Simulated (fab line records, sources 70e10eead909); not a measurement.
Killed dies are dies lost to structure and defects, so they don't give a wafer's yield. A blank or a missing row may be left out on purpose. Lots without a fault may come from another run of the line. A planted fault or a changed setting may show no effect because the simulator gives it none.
One fault seen from 2 desks | flow nand_harc | each desk has only its own numbers; what lay behind them comes last

THE TOOL OWNER'S DESK: rie_diel-12
The tool's own readings at NHARC_P_BONDPAD_ETCH_12 (etches the open film in CHF3/O2, target depth 200 nm, time 100 s): means of the sampled wafers that have a number, for each lot that ran on this tool. A lot is out of limits, marked OUT, if its mean lies more than 4 standard deviations from the usual mean; the brackets give that distance.
Columns: A = drypump_motor_current_A at NHARC_P_BONDPAD_ETCH_12, usual 5.7 A; B = mfc_ar_sccm at NHARC_P_BONDPAD_ETCH_12, usual 200.0 sccm; C = oes_product_au at NHARC_P_BONDPAD_ETCH_12, usual 0.936 a.u.; D = rf_fwd_power_W at NHARC_P_BONDPAD_ETCH_12, usual 496.6 W; E = rf_vpp_V at NHARC_P_BONDPAD_ETCH_12, usual 369.2 V; F = showerhead_plenum_p_Torr at NHARC_P_BONDPAD_ETCH_12, usual 2.34 Torr; G = throttle_valve_pct at NHARC_P_BONDPAD_ETCH_12, usual 20.572 %
lot  | first seen here | A   | B     | C               | D                       | E     | F    | G
L278 | day 9 22:05     | 5.8 | 200.5 | 1.210 (+13) OUT | 697.0 (+99 or more) OUT | 368.9 | 2.31 | 20.574
L280 | day 10 13:45    | 5.5 | 200.3 | 1.186 (+12) OUT | 698.3 (+99 or more) OUT | 369.0 | 2.31 | 20.573
L279 | day 10 14:55    | 5.4 | 199.9 | 1.186 (+12) OUT | 696.6 (+99 or more) OUT | 369.3 | 2.31 | 20.576
L292 | day 15 19:08    | 5.8 | 199.8 | 0.920           | 498.0                   | 368.2 | 2.31 | 20.580
This desk's finding: out of limits on L278, L279, L280; first on L278, day 9 22:05 (oes_product_au at NHARC_P_BONDPAD_ETCH_12). In limits: L292.

THE METROLOGY DESK
What the gauges read, lot by lot, whatever tool the lot ran on: means of the sampled wafers that have a number. A lot is out of limits, marked OUT, if its mean lies more than 4 standard deviations from the usual mean; the brackets give that distance.
Columns: A = cd_nm at NHARC_P_BONDPAD_CD_MEAS_09, usual 500.1 nm; B = overlay_x_nm at NHARC_P_BONDPAD_OVL_MEAS_38, usual 1 nm; C = overlay_y_nm at NHARC_P_BONDPAD_OVL_MEAS_38, usual -1 nm; D = cd_nm at NHARC_P_BONDPAD_CD_MEAS_13, usual 499.3 nm
lot  | first seen here | A     | B  | C   | D
L278 | day 9 21:42     | 499.5 | 8  | 4   | 502.5
L280 | day 10 13:22    | 497.8 | 4  | 7   | 500.4
L279 | day 10 14:32    | 500.2 | -1 | -10 | 502.1
L282 | day 11 18:08    | 498.9 | 4  | 6   | 497.3
L286 | day 13 09:02    | 500.3 | -1 | -8  | 499.6
L291 | day 15 05:21    | 498.8 | -2 | 12  | 498.1
L292 | day 15 18:44    | 500.0 | 7  | -6  | 499.6
This desk's finding: nothing out of limits on any of the 7 lots.

PUT TOGETHER
The tool owner's desk could have raised an alarm at day 9 22:05, on L278, L279, L280.
The metrology desk saw nothing out of limits.
The metrology desk has L278, L279, L280 on record, within its limits.
Of the lots named, all ran NHARC_P_BONDPAD_ETCH_12 on rie_diel-12.

WHAT THE SIMULATOR HAD PUT IN
Process parameter drift: rie_diel-12, from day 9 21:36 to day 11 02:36, at NHARC_P_BONDPAD_ETCH_12. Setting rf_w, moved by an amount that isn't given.
Lots struck among those shown: L278, L279, L280.
Hours from the fault's start to each desk's first reading out of limits: the tool owner's desk, 0.
